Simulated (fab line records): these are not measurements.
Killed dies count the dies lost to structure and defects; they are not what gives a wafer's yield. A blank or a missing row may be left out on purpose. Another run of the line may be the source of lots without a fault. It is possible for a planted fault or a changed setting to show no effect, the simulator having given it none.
Split-lot trial :: flow n5Finfet :: 21 wafers read from 7 lots, route of 1938 steps

THE SPLIT
At N5_BEOL_M4_COAT_61 (time 60 s, resist thk 60 nm), the setting spinRpm was moved away from the recipe's 1500 rpm on 7 of the 21 wafers read, by -10.5% to +9.1%. This setting was run at the recipe's value on the other wafers.

Reading taken at the split's own step.

THE READING
SOC_of_BEOL_M4_COAT_61.thkNm (the simulator's own value, which no gauge read), in nm, at N5_BEOL_M4_COAT_61 (time 60 s, resist thk 60 nm). The file does not state a usual value for it. The 14 wafers here that ran the recipe average 60.2 nm, standard deviation 0.13 nm.

wafer: L075.3
tool, chamber at the split: lithoTrack-02, 0
spinRpm as run, rpm: 1500
against the recipe: recipe
SOC_of_BEOL_M4_COAT_61.thkNm, nm: 60.2
against lot-mates on the recipe: -

wafer: L075.4
tool, chamber at the split: lithoTrack-02, 0
spinRpm as run, rpm: 1500
against the recipe: recipe
SOC_of_BEOL_M4_COAT_61.thkNm, nm: 60.2
against lot-mates on the recipe: -

wafer: L075.6
tool, chamber at the split: lithoTrack-02, 0
spinRpm as run, rpm: 1500
against the recipe: recipe
SOC_of_BEOL_M4_COAT_61.thkNm, nm: 60
against lot-mates on the recipe: -

wafer: L076.3
tool, chamber at the split: lithoTrack-03, 0
spinRpm as run, rpm: 1500
against the recipe: recipe
SOC_of_BEOL_M4_COAT_61.thkNm, nm: 60.2
against lot-mates on the recipe: -

wafer: L076.5
tool, chamber at the split: lithoTrack-03, 0
spinRpm as run, rpm: 1500
against the recipe: recipe
SOC_of_BEOL_M4_COAT_61.thkNm, nm: 60.4
against lot-mates on the recipe: -

wafer: L076.6
tool, chamber at the split: lithoTrack-03, 0
spinRpm as run, rpm: 1637
against the recipe: +9.1%
SOC_of_BEOL_M4_COAT_61.thkNm, nm: 57.8
against lot-mates on the recipe: -2.5

wafer: L077.1
tool, chamber at the split: lithoTrack-05, 0
spinRpm as run, rpm: 1604
against the recipe: +6.9%
SOC_of_BEOL_M4_COAT_61.thkNm, nm: 58
against lot-mates on the recipe: no lot-mate on the recipe

wafer: L077.2
tool, chamber at the split: lithoTrack-05, 0
spinRpm as run, rpm: 1604
against the recipe: +6.9%
SOC_of_BEOL_M4_COAT_61.thkNm, nm: 57.8
against lot-mates on the recipe: no lot-mate on the recipe

wafer: L077.3
tool, chamber at the split: lithoTrack-05, 0
spinRpm as run, rpm: 1604
against the recipe: +6.9%
SOC_of_BEOL_M4_COAT_61.thkNm, nm: 57.8
against lot-mates on the recipe: no lot-mate on the recipe

wafer: L080.2
tool, chamber at the split: lithoTrack-05, 0
spinRpm as run, rpm: 1605
against the recipe: +7.0%
SOC_of_BEOL_M4_COAT_61.thkNm, nm: 58
against lot-mates on the recipe: -2.0

wafer: L080.3
tool, chamber at the split: lithoTrack-05, 0
spinRpm as run, rpm: 1500
against the recipe: recipe
SOC_of_BEOL_M4_COAT_61.thkNm, nm: 60
against lot-mates on the recipe: -

wafer: L080.5
tool, chamber at the split: lithoTrack-05, 0
spinRpm as run, rpm: 1605
against the recipe: +7.0%
SOC_of_BEOL_M4_COAT_61.thkNm, nm: 57.8
against lot-mates on the recipe: -2.2

wafer: L081.3
tool, chamber at the split: lithoTrack-03, 0
spinRpm as run, rpm: 1500
against the recipe: recipe
SOC_of_BEOL_M4_COAT_61.thkNm, nm: 60.2
against lot-mates on the recipe: -

wafer: L081.5
tool, chamber at the split: lithoTrack-03, 0
spinRpm as run, rpm: 1500
against the recipe: recipe
SOC_of_BEOL_M4_COAT_61.thkNm, nm: 60.2
against lot-mates on the recipe: -

wafer: L081.6
tool, chamber at the split: lithoTrack-03, 0
spinRpm as run, rpm: 1500
against the recipe: recipe
SOC_of_BEOL_M4_COAT_61.thkNm, nm: 60.4
against lot-mates on the recipe: -

wafer: L083.1
tool, chamber at the split: lithoTrack-03, 0
spinRpm as run, rpm: 1500
against the recipe: recipe
SOC_of_BEOL_M4_COAT_61.thkNm, nm: 60.2
against lot-mates on the recipe: -

wafer: L083.3
tool, chamber at the split: lithoTrack-03, 0
spinRpm as run, rpm: 1500
against the recipe: recipe
SOC_of_BEOL_M4_COAT_61.thkNm, nm: 60
against lot-mates on the recipe: -

wafer: L083.4
tool, chamber at the split: lithoTrack-03, 0
spinRpm as run, rpm: 1500
against the recipe: recipe
SOC_of_BEOL_M4_COAT_61.thkNm, nm: 60
against lot-mates on the recipe: -

wafer: L093.1
tool, chamber at the split: lithoTrack-05, 0
spinRpm as run, rpm: 1500
against the recipe: recipe
SOC_of_BEOL_M4_COAT_61.thkNm, nm: 60
against lot-mates on the recipe: -

wafer: L093.4
tool, chamber at the split: lithoTrack-05, 0
spinRpm as run, rpm: 1342
against the recipe: -10.5%
SOC_of_BEOL_M4_COAT_61.thkNm, nm: 63.6
against lot-mates on the recipe: +3.5

wafer: L093.5
tool, chamber at the split: lithoTrack-05, 0
spinRpm as run, rpm: 1500
against the recipe: recipe
SOC_of_BEOL_M4_COAT_61.thkNm, nm: 60.2
against lot-mates on the recipe: -

FIT RESULTS
A straight line over all 21 wafers: SOC_of_BEOL_M4_COAT_61.thkNm changes by -0.315 nm for each +1% of spinRpm; r = -0.99; the points scatter about the line by 0.18 nm.
The same after taking each lot's own level away (the mean of its wafers on the recipe; 18 wafers): -0.306 nm for each +1%; r = -0.99; scatter 0.13 nm.
That fit puts the effect of the largest move of spinRpm on the reading at 3.2 nm.
Across the lots, their own levels run from 60.00 to 60.30 nm, a range of 2.2 times the standard deviation given above.
Hence the lot-to-lot level has little effect on the slope; both slopes agree.
Check: +3.03 nm against its lot-mates is what the line predicts for one of the wafers moved furthest among these (-10.5%) when that wafer is left out of the fit. It came out at +3.5 nm against them.

OTHER SPLITS ON THESE WAFERS
Other splits were also applied to these wafers ahead of the reading. Each is held against what the fit with the lots' levels taken away leaves over:
other split on the same wafers: N5_BEOL_M1_DESCUM_33 timeS
wafers away from the commonest value: 7
r with SOC_of_BEOL_M4_COAT_61.thkNm (lot level and that fit taken away): -0.33

other split on the same wafers: N5_BEOL_M2_ETCH_64 sourceW
wafers away from the commonest value: 9
r with SOC_of_BEOL_M4_COAT_61.thkNm (lot level and that fit taken away): -0.10

other split on the same wafers: N5_BEOL_M2_COAT_67 spinRpm
wafers away from the commonest value: 5
r with SOC_of_BEOL_M4_COAT_61.thkNm (lot level and that fit taken away): +0.04

other split on the same wafers: N5_BEOL_M3_ILD_DEP_00 timeS
wafers away from the commonest value: 3
r with SOC_of_BEOL_M4_COAT_61.thkNm (lot level and that fit taken away): +0.27

other split on the same wafers: N5_BEOL_M3_HM_DEP_02 targetThkA
wafers away from the commonest value: 4
r with SOC_of_BEOL_M4_COAT_61.thkNm (lot level and that fit taken away): +0.01

FILE'S OWN FIT
SOC_of_BEOL_M4_COAT_61.thkNm changes by -0.306 nm for each +1% of spinRpm, r = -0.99.
